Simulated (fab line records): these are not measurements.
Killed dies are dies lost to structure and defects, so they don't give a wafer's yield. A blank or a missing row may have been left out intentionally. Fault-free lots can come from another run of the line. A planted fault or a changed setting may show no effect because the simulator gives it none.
fab line records | flow nand_harc
record lots=6 | wafers=18 | last_day=24
route steps=1159 shown THIN_TSV@1140 END@1159
lots untouched by any fault: they come from a run of this same line in which no faults occurred
start_h: hours from the record's opening day to when the first of the lot's shown wafers began | wait_h: hours since the lot's step before | " unchanged from the row above | L1.1+2: several wafers, shown together as one row | - no value present, or no start provided | * or withheld: withheld | < > ~ a bound
route shown NAME@n: NAME is a module with steps in the file, n the number in the route of the first one | usual: the fault-free wafers' mean and standard deviation | same: alike in all rows | chamber/n: place in a boat | sites: each site's reading | _std_site: standard deviation of those values | _edge_site: mean of outer sites minus mean of inner sites | radius_mm: how far each site lies from the wafer's centre | mask NAME#n: copy n | behind: the last tool/chamber to shape the wafer | hold: cause of the lot's hold/its duration in hours/its outcome | device: which transistor (n, p or np) failed to switch | end of line: tests run on the same wafers once the route is complete | where a step has no rows: the recipe by itself | killed: at the first sort, the dies lost to defects and structure; wafer yield is something else | map: a wafer's dies, x killed, . not, _ none there
set.NAME: the run value of the setting; set.NAME@STEP: its run value at that earlier step | model.NAME: the simulator's own value behind a step, which no gauge read
lots seen at some steps along the route; tables by step, rows by wafer
services: the hour from which a tool's chamber was out of use, counted from the record's first day as start_h (under 0 if before that day), plus the number of hours and why
## steps
# step NHARC_THIN_TSV_DEHYDRATE_25
# recipe temp_c=150 | time_s=120
# step NHARC_THIN_TSV_HMDS_26
# recipe time_s=30
# step NHARC_THIN_TSV_COAT_27
# recipe spin_rpm=*
# step NHARC_THIN_TSV_SOFTBAKE_28
# recipe temp_c=122 | time_s=95
# step NHARC_THIN_TSV_EBR_29
# step NHARC_THIN_TSV_EXPOSE_30
# recipe na=0.55 | dose_mj=11.47 | mask_id=PAD
# step NHARC_THIN_TSV_PEB_31
# recipe peb_temp_c=118 | peb_time_s=85
# step NHARC_THIN_TSV_DEVELOP_32
# recipe time_s=70
# step NHARC_THIN_TSV_CD_MEAS_33
# recipe target_cd_nm=5000 | landing_energy_ev=500
# usual cd_nm=5000.7/3
lot.wafer | tool      | chamber | start_h | wait_h | cd_nm
L105.1    | cd_sem-01 | 0       | 438.05  | -      | 4996.9
L105.2    | "         | 0       | "       | "      | 4999.1
L105.5    | "         | 0       | "       | "      | 4999.7
L103.1    | cd_sem-02 | 0       | 438.45  | -      | 5001.4
L103.3    | "         | 0       | "       | "      | 5007.6
L103.4    | "         | 0       | "       | "      | 5000.9
L107.1    | cd_sem-01 | 0       | 459.12  | -      | 4997.5
L107.3    | "         | 0       | "       | "      | 5003.5
L107.4    | "         | 0       | "       | "      | 4998.0
L102.2    | cd_sem-02 | 0       | 465.21  | -      | 5000.0
L102.4    | "         | 0       | "       | "      | 5001.8
L102.5    | "         | 0       | "       | "      | 5001.6
L110.1    | cd_sem-03 | 0       | 485.24  | -      | 4997.5
L110.3    | "         | 0       | "       | "      | 4999.8
L110.5    | "         | 0       | "       | "      | 4998.0
L124.1    | cd_sem-01 | 0       | 566.82  | -      | 4996.4
L124.4    | "         | 0       | "       | "      | 5002.1
L124.5    | "         | 0       | "       | "      | 5006.0
# step NHARC_THIN_TSV_HARDBAKE_34
# recipe temp_c=125 | time_s=80
# step NHARC_THIN_TSV_DESCUM_35
# recipe time_s=3 | o2_flow_sccm=200 | ar_flow_sccm=0 | bias_power_w=0 | chemistry=O2
# usual chamber_pressure_mTorr=59.99/0.053 | drypump_motor_current_A=5.9/0.43 | oes_product_au=0.998/0.012 | rf_vpp_V=57.8/0.89 | showerhead_plenum_p_Torr=1.90/0.077 | throttle_valve_pct=11.312/0.0083
lot.wafer | tool        | chamber | start_h | wait_h | chamber_pressure_mTorr | drypump_motor_current_A | oes_product_au | rf_hours_counter_h | rf_vpp_V | showerhead_plenum_p_Torr | throttle_valve_pct
L105.1    | rie_diel-06 | 1       | 438.22  | -      | 59.93                  | 6.5                     | 1.019          | 1                  | 57.2     | 1.87                     | 11.321
L105.2    | "           | 3       | "       | "      | 59.94                  | 5.5                     | 1.021          | 1                  | 57.6     | 1.95                     | 11.321
L105.5    | "           | 1       | "       | "      | 59.98                  | 6.5                     | 1.020          | -                  | 57.0     | 1.87                     | 11.315
L103.3    | rie_diel-06 | 0       | 438.61  | -      | 59.93                  | 6.3                     | 0.997          | 1                  | 56.8     | 2.02                     | 11.313
L103.1    | "           | 1       | "       | "      | 60.06                  | 6.5                     | 0.998          | 1                  | 58.7     | 1.87                     | 11.315
L103.4    | "           | 2       | "       | "      | 59.91                  | 5.7                     | 0.992          | 1                  | 58.4     | 1.84                     | 11.296
L107.3    | rie_diel-06 | 0       | 459.28  | -      | 59.98                  | 6.3                     | 0.994          | 2                  | 59.0     | 2.02                     | 11.317
L107.1    | "           | 2       | "       | "      | 60.01                  | 5.6                     | 0.979          | 2                  | 58.6     | 1.84                     | 11.316
L107.4    | "           | 0       | "       | "      | 60.00                  | 6.3                     | 0.982          | -                  | 58.9     | 2.02                     | 11.305
L102.2    | rie_diel-08 | 3       | 465.38  | -      | 59.95                  | 5.6                     | 0.993          | 16                 | 57.0     | 1.87                     | 11.316
L102.4    | "           | 0       | "       | "      | 60.06                  | 6.0                     | 0.999          | 17                 | 57.4     | 1.91                     | 11.316
L102.5    | "           | 3       | "       | "      | 60.06                  | 5.6                     | 0.991          | -                  | 58.9     | 1.87                     | 11.313
L110.1    | rie_diel-06 | 0       | 485.40  | -      | 59.97                  | 6.2                     | 0.993          | 4                  | 58.8     | 2.02                     | 11.312
L110.3    | "           | 3       | "       | "      | 60.04                  | 5.5                     | 1.013          | 4                  | 57.2     | 1.95                     | 11.307
L110.5    | "           | 1       | "       | "      | 59.96                  | 6.5                     | 0.999          | -                  | 58.7     | 1.87                     | 11.318
L124.4    | rie_diel-06 | 2       | 567.00  | -      | 59.99                  | 5.7                     | 0.993          | 11                 | 56.8     | 1.84                     | 11.315
L124.1    | "           | 3       | "       | "      | 60.05                  | 5.5                     | 1.009          | 8                  | 58.7     | 1.95                     | 11.318
L124.5    | "           | 0       | "       | "      | 60.01                  | 6.2                     | 0.983          | -                  | 58.4     | 2.02                     | 11.316
# step NHARC_THIN_TSV_ETCH_59
# recipe target_depth_a=8800 | icp_w=900 | bias_w=100 | Cl2_flow_sccm=60 | bcl3_flow_sccm=30 | time_s=138.1 | chemistry=Cl2/BCl3
# usual chamber_pressure_mTorr=10.001/0.0096 | drypump_motor_current_A=5.70/0.27 | oes_product_au=1.003/0.011 | throttle_valve_pct=22.264/0.0087
lot.wafer | tool         | chamber | start_h | wait_h | chamber_pressure_mTorr | drypump_motor_current_A | oes_product_au | rf_hours_counter_h | throttle_valve_pct
L105.2    | rie_metal-02 | 0       | 438.34  | 0.1    | 10.009                 | 5.55                    | 1.022          | 1.1                | 22.283
L105.1    | "            | 1       | "       | "      | 10.005                 | 5.96                    | 0.992          | 1.1                | 22.267
L105.5    | "            | 0       | "       | "      | 9.996                  | 5.57                    | 1.022          | -                  | 22.262
L103.1    | rie_metal-01 | 1       | 438.74  | 0.1    | 9.990                  | 6.13                    | 1.016          | 2.7                | 22.283
L103.4    | "            | 1       | "       | "      | 10.002                 | 6.12                    | 1.009          | -                  | 22.251
L103.3    | "            | 0       | "       | "      | 9.992                  | 5.69                    | 0.986          | -                  | 22.260
L107.1    | rie_metal-02 | 0       | 459.43  | 0.1    | 9.996                  | 5.57                    | 1.016          | 2.2                | 22.259
L107.4    | "            | 0       | "       | "      | 10.005                 | 5.57                    | 1.031          | -                  | 22.269
L107.3    | "            | 1       | "       | "      | 10.004                 | 5.93                    | 0.998          | -                  | 22.262
L102.2    | rie_metal-03 | 1       | 465.53  | 0.1    | 10.010                 | 5.60                    | 1.002          | 0.0                | 22.270
L102.4    | "            | 0       | "       | "      | 9.993                  | 5.36                    | 0.997          | -                  | 22.267
L102.5    | "            | 0       | "       | "      | 9.996                  | 5.37                    | 0.982          | -                  | 22.267
L110.1    | rie_metal-02 | 0       | 485.56  | 0.2    | 10.000                 | 5.59                    | 1.022          | 2.9                | 22.246
L110.3    | "            | 1       | "       | "      | 9.995                  | 5.94                    | 0.992          | -                  | 22.258
L110.5    | "            | 1       | "       | "      | 10.015                 | 5.97                    | 0.997          | -                  | 22.258
L124.1    | rie_metal-03 | 0       | 567.14  | 0.1    | 10.004                 | 5.36                    | 0.994          | 2.9                | 22.265
L124.4    | "            | 0       | "       | "      | 10.010                 | 5.36                    | 0.991          | -                  | 22.258
L124.5    | "            | 1       | "       | "      | 9.991                  | 5.60                    | 1.004          | -                  | 22.260
# step NHARC_THIN_TSV_ETCH_36
# recipe target_depth_a=650 | over_etch_frac=0.3 | time_s=18.571 | ion_energy_ev=150 | chemistry=Cl2/BCl3
# usual chamber_pressure_mTorr=10.001/0.0091 | drypump_motor_current_A=5.70/0.28 | oes_product_au=1.006/0.013 | over_etch_frac=0.3/0
lot.wafer | tool         | chamber | start_h | wait_h | chamber_pressure_mTorr | drypump_motor_current_A | oes_product_au | over_etch_frac | rf_hours_counter_h
L105.1    | rie_metal-02 | 0       | 438.60  | 0.2    | 9.998                  | 5.57                    | 1.029          | 0.3            | 1.2
L105.2    | "            | 1       | "       | "      | 10.014                 | 5.95                    | 0.990          | 0.3            | 1.2
L105.5    | "            | 1       | "       | "      | 10.002                 | 5.93                    | 0.990          | 0.3            | -
L103.1    | rie_metal-01 | 0       | 439.00  | 0.2    | 10.001                 | 5.71                    | 0.979          | 0.3            | 2.8
L103.3    | "            | 0       | "       | "      | 10.016                 | 5.69                    | 0.990          | 0.3            | -
L103.4    | "            | 1       | "       | "      | 10.003                 | 6.11                    | 1.007          | 0.3            | -
L107.1    | rie_metal-02 | 0       | 459.70  | 0.2    | 10.000                 | 5.55                    | 1.030          | 0.3            | 2.4
L107.3    | "            | 1       | "       | "      | 9.988                  | 5.90                    | 0.992          | 0.45607        | -
L107.4    | "            | 0       | "       | "      | 10.000                 | 5.54                    | 1.032          | 0.3            | -
L102.2    | rie_metal-03 | 0       | 465.76  | 0.2    | 10.003                 | 5.37                    | 0.989          | 0.3            | 0.2
L102.4    | "            | 1       | "       | "      | 9.994                  | 5.59                    | 1.008          | 0.3            | -
L102.5    | "            | 0       | "       | "      | 10.009                 | 5.37                    | 0.999          | 0.3            | -
L110.1    | rie_metal-02 | 0       | 485.79  | 0.2    | 10.004                 | 5.59                    | 1.016          | 0.3            | 3.1
L110.3    | "            | 1       | "       | "      | 10.019                 | 5.95                    | 1.003          | 0.45607        | -
L110.5    | "            | 0       | "       | "      | 10.002                 | 5.58                    | 1.033          | 0.3            | -
L124.1    | rie_metal-03 | 1       | 567.37  | 0.2    | 10.004                 | 5.62                    | 1.011          | 0.3            | 3.0
L124.4    | "            | 0       | "       | "      | 10.001                 | 5.37                    | 0.996          | 0.3            | -
L124.5    | "            | 1       | "       | "      | 9.993                  | 5.60                    | 1.012          | 0.3            | -
# step NHARC_THIN_TSV_STRIP_56
# recipe power_w=1500 | temp_c=250 | chemistry=O2
# usual drypump_motor_current_A=5.7/0.56 | heater_power_w=351/24 | temp_c=249.97/0.15
lot.wafer | tool            | chamber | start_h | wait_h | drypump_motor_current_A | heater_power_w | rf_hours_counter_h | temp_c
L105.1    | plasma_asher-01 | 0       | 438.70  | 0.1    | 5.2                     | 322            | 49                 | 249.80
L105.2    | "               | 1       | "       | "      | 6.2                     | 369            | 49                 | 250.07
L105.5    | "               | 1       | "       | "      | 6.2                     | 364            | -                  | 249.98
L103.1    | plasma_asher-01 | 0       | 439.15  | 0.1    | 5.2                     | 312            | 49                 | 250.18
L103.3    | "               | 1       | "       | "      | 6.2                     | 363            | -                  | 249.96
L103.4    | "               | 0       | "       | "      | 5.2                     | 317            | -                  | 250.27
L107.1    | plasma_asher-01 | 0       | 463.11  | 3.4    | 5.1                     | 326            | 1                  | 250.06
L107.4    | "               | 0       | "       | "      | 5.2                     | 319            | -                  | 250.00
L107.3    | "               | 1       | "       | "      | 6.2                     | 375            | -                  | 249.90
L102.2    | plasma_asher-01 | 0       | 466.41  | 0.6    | 5.2                     | 316            | 3                  | 249.99
L102.4    | "               | 1       | "       | "      | 6.2                     | 374            | -                  | 249.77
L102.5    | "               | 0       | "       | "      | 5.2                     | 317            | -                  | 249.92
L110.1    | plasma_asher-01 | 1       | 485.90  | 0.1    | 6.2                     | 365            | 17                 | 250.21
L110.3    | "               | 0       | "       | "      | 5.2                     | 324            | -                  | 250.08
L110.5    | "               | 0       | "       | "      | 5.2                     | 323            | -                  | 250.07
L124.1    | plasma_asher-02 | 1       | 567.47  | 0.1    | 5.1                     | 363            | 6                  | 249.90
L124.4    | "               | 0       | "       | "      | 6.4                     | 358            | -                  | 250.31
L124.5    | "               | 0       | "       | "      | 6.4                     | 354            | -                  | 250.17
# step NHARC_END_SORT_01
# recipe temp_c=25
# usual defect_limited_yield=95.1/1.6 | killed_at_array=29/11 | killed_at_other=0.6/1 | killed_at_periphery=3.1/2.1 | killed_dies=33/11 | killed_open=3.1/1.9 | killed_short=1.9/1.5 | sort_bin_2_pct=1.5/0.66 | sort_bin_3_pct=0.29/0.23 | sort_bin_4_pct=3.1/0.98 | sort_n_pass=644/11 | sort_rim_yield_pct=96.9/2.3 | sort_yield_pct=95.1/1.6
# same gross_dies=677 | sort_bin_5_pct[%]=0 | sort_bin_6_pct[%]=0 | sort_bin_7_pct[%]=0 | sort_bin_8_pct[%]=0 | sort_rim_n_gross=106.00
lot.wafer | tool      | chamber | start_h | wait_h | defect_limited_yield[%] | killed_at_array | killed_at_other | killed_at_periphery | killed_dies | killed_open | killed_short | sort_bin_2_pct[%] | sort_bin_3_pct[%] | sort_bin_4_pct[%] | sort_n_pass | sort_rim_yield_pct[%] | sort_yield_pct[%]
L105.1    | prober-02 | 0       | 449.60  | 2.5    | 92.5                    | 49              | 1               | 1                   | 51          | 6           | 4            | 3.8               | 0.44              | 3.2               | 626         | 89.6                  | 92.5
L105.2    | prober-02 | 0       | 450.40  | 2.8    | 95.6                    | 27              | 1               | 2                   | 30          | 3           | 2            | 1.3               | 0                 | 3.1               | 647         | 98.1                  | 95.6
L105.5    | prober-02 | 0       | 452.81  | 3.7    | 95.6                    | 28              | 2               | 0                   | 30          | 2           | 1            | 1.6               | 0.15              | 2.7               | 647         | 99.1                  | 95.6
L102.2    | prober-02 | 0       | 480.01  | 2.8    | 97.3                    | 15              | 3               | 0                   | 18          | 5           | 0            | 0.9               | 0                 | 1.8               | 659         | 98.1                  | 97.3
L102.4    | prober-02 | 0       | 481.58  | 3.4    | 96.5                    | 19              | 1               | 4                   | 24          | 1           | 4            | 1.3               | 0.30              | 1.9               | 653         | 98.1                  | 96.5
L102.5    | prober-02 | 0       | 482.37  | 3.7    | 95.6                    | 29              | 0               | 1                   | 30          | 2           | 2            | 1.3               | 0.30              | 2.8               | 647         | 98.1                  | 95.6
L110.1    | prober-01 | 0       | 494.20  | 2.5    | 97.2                    | 12              | 0               | 7                   | 19          | 1           | 3            | 0.6               | 0                 | 2.2               | 658         | 100.0                 | 97.2
L110.3    | prober-01 | 0       | 495.80  | 3.1    | 97.5                    | 15              | 0               | 2                   | 17          | 5           | 1            | 0.1               | 0.44              | 1.9               | 660         | 99.1                  | 97.5
L110.5    | prober-01 | 0       | 497.40  | 3.7    | 97.2                    | 17              | 0               | 2                   | 19          | 0           | 1            | 0.9               | 0.30              | 1.6               | 658         | 100.0                 | 97.2
L124.1    | prober-01 | 0       | 580.79  | 2.5    | 96.0                    | 17              | 2               | 8                   | 27          | 2           | 2            | 0.4               | 0.15              | 3.4               | 650         | 98.1                  | 96.0
L124.4    | prober-01 | 0       | 583.18  | 3.4    | 96.0                    | 22              | 0               | 5                   | 27          | 3           | 0            | 1.0               | 0.15              | 2.8               | 650         | 99.1                  | 96.0
L124.5    | prober-01 | 0       | 583.97  | 3.7    | 96.3                    | 19              | 0               | 6                   | 25          | 2           | 2            | 0.4               | 0.30              | 3.0               | 652         | 98.1                  | 96.3
# killed by level:class
L105.1 A_CHANNEL_HOLE_D1:chamber_film_flake=19 A_CONTACT:chamber_film_flake=8 A_CHANNEL_FILL_D1:chamber_film_flake=5 A_CONTACT:geometric_particle:open=3 A_SGD_CUT:chamber_film_flake=3 A_CHANNEL_FILL_D1:geometric_particle:open=2 A_WL_FILL:geometric_particle:short=2 A_SLIT:chamber_film_flake=2
L105.2 A_CHANNEL_HOLE_D1:chamber_film_flake=11 A_CONTACT:chamber_film_flake=5 A_SGD_CUT:chamber_film_flake=4 A_CHANNEL_FILL_D1:chamber_film_flake=3 P_M0:geometric_particle:open=1 P_M0:geometric_particle:short=1 A_CHANNEL_FILL_D1:geometric_particle:open=1 A_CHANNEL_FILL_D1:geometric_particle:short=1
L105.5 A_CHANNEL_HOLE_D1:chamber_film_flake=14 A_CONTACT:chamber_film_flake=4 A_SGD_CUT:chamber_film_flake=3 A_CHANNEL_FILL_D1:chamber_film_flake=3 A_CHANNEL_FILL_D1:geometric_particle:open=1 A_BLC:geometric_particle:open=1 STARTING-WAFER:geometric_particle:short=1 A_SLIT:chamber_film_flake=1
L102.2 A_SLIT:chamber_film_flake=5 THIN_TSV:chamber_film_flake=3 A_CONTACT:geometric_particle:open=2 A_CHANNEL_HOLE_D1:chamber_film_flake=2 A_CONTACT:chamber_film_flake=2 A_CHANNEL_FILL_D1:geometric_particle:open=1 A_WL_FILL:geometric_particle:open=1 A_M1:geometric_particle:open=1
L102.4 A_SLIT:chamber_film_flake=9 A_CONTACT:chamber_film_flake=4 A_WL_FILL:geometric_particle:short=2 A_CHANNEL_HOLE_D1:chamber_film_flake=2 P_M0:geometric_particle:short=1 P_M1:geometric_particle:short=1 A_ONON_D1:geometric_particle:open=1 P_STI:chamber_film_flake=1
L102.5 A_SLIT:chamber_film_flake=15 A_CONTACT:chamber_film_flake=4 A_WL_FILL:chamber_film_flake=3 A_ZERO_WELL:chamber_film_flake=2 A_CHANNEL_HOLE_D1:chamber_film_flake=2 P_M0:geometric_particle:short=1 A_ONON_D1:geometric_particle:short=1 A_CHANNEL_HOLE_D1:geometric_particle:open=1
L110.1 A_CONTACT:chamber_film_flake=7 A_CHANNEL_HOLE_D1:chamber_film_flake=3 P_ZERO_WELL:chamber_film_flake=2 A_STAIRCASE:chamber_film_flake=2 P_STI:geometric_particle:short=1 P_CONTACT:geometric_particle:open=1 P_M2:geometric_particle:short=1 P_BONDPAD:geometric_particle:short=1
L110.3 A_CHANNEL_HOLE_D1:chamber_film_flake=5 A_CONTACT:chamber_film_flake=3 A_M0:geometric_particle:open=2 P_M0:geometric_particle:open=1 A_ONON_D1:geometric_particle:open=1 A_WL_FILL:geometric_particle:short=1 A_CONTACT:geometric_particle:open=1 A_STAIRCASE:chamber_film_flake=1
L110.5 A_CHANNEL_HOLE_D1:chamber_film_flake=6 A_CONTACT:chamber_film_flake=6 A_STAIRCASE:chamber_film_flake=4 P_M2:chamber_film_flake=2 A_M1:geometric_particle:short=1
L124.1 A_CONTACT:chamber_film_flake=8 P_STI:chamber_film_flake=5 A_CHANNEL_HOLE_D1:chamber_film_flake=3 A_STAIRCASE:chamber_film_flake=3 THIN_TSV:chamber_film_flake=2 P_M0:geometric_particle:open=1 P_M0:geometric_particle:short=1 A_SOURCE_PLATE:geometric_particle:short=1
L124.4 A_CHANNEL_HOLE_D1:chamber_film_flake=9 A_CONTACT:chamber_film_flake=5 A_STAIRCASE:chamber_film_flake=4 P_ZERO_WELL:chamber_film_flake=2 P_GATE:geometric_particle:open=1 A_WL_FILL:geometric_particle:open=1 A_BLC:geometric_particle:open=1 P_STI:chamber_film_flake=1
L124.5 A_CHANNEL_HOLE_D1:chamber_film_flake=6 A_STAIRCASE:chamber_film_flake=5 A_CONTACT:chamber_film_flake=5 P_ZERO_WELL:chamber_film_flake=4 P_GATE:geometric_particle:open=1 A_CHANNEL_FILL_D1:geometric_particle:short=1 A_CONTACT:geometric_particle:open=1 A_M1:geometric_particle:short=1
## services
tool            | chamber | start_h | hours | kind
rie_metal-03    | 1       | 415.86  | 29.1  | repair
rie_diel-08     | 2       | 417.84  | 3.3   | repair
rie_diel-06     | -       | 418.22  | 9.0   | pm
rie_diel-06     | 0       | 418.22  | 9.0   | vent_cycle
rie_diel-06     | 1       | 418.22  | 9.0   | vent_cycle
rie_diel-06     | 2       | 418.22  | 9.0   | vent_cycle
rie_diel-06     | 3       | 418.22  | 9.0   | vent_cycle
rie_diel-08     | 3       | 420.08  | 9.9   | repair
rie_diel-06     | 0       | 427.22  | -     | clean
plasma_asher-01 | -       | 453.00  | 9.0   | pm
rie_metal-03    | -       | 453.00  | 9.0   | pm
rie_diel-06     | 3       | 454.67  | 5.0   | repair
plasma_asher-02 | -       | 456.37  | 48.4  | repair
rie_metal-01    | 0       | 471.48  | 62.6  | repair
rie_diel-08     | -       | 478.80  | 9.0   | pm
rie_metal-01    | -       | 496.61  | 0.5   | repair
rie_metal-01    | -       | 509.00  | 9.0   | pm
rie_diel-08     | -       | 530.97  | 2.5   | repair
plasma_asher-02 | -       | 537.18  | 9.0   | pm
rie_diel-06     | 2       | 547.37  | 1.4   | repair
rie_diel-06     | 3       | 550.61  | 15.8  | repair
rie_metal-02    | -       | 565.00  | 9.0   | pm
rie_metal-02    | 0       | 565.00  | 9.0   | vent_cycle
rie_metal-02    | 1       | 565.00  | 9.0   | vent_cycle
## key
first_sign step=NHARC_THIN_TSV_ETCH_36 | reading=over_etch_frac | direction=up | sigmas=99+ | usual=0.3 | struck=0.45607
effect none on later readings
met_at NHARC_THIN_TSV_ETCH_36
struck_wafers L107.3,L110.3
onset_between 438.60 459.70
fault kind=process_parameter_drift | tool=rie_metal-02 | chamber=- | onset_h=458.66 | steps=NHARC_THIN_TSV_ETCH_36 | channel=over_etch_frac | offset=0.15607 | shape=step | end_h=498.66 | scope=struck_wafers_only | stated=0.3
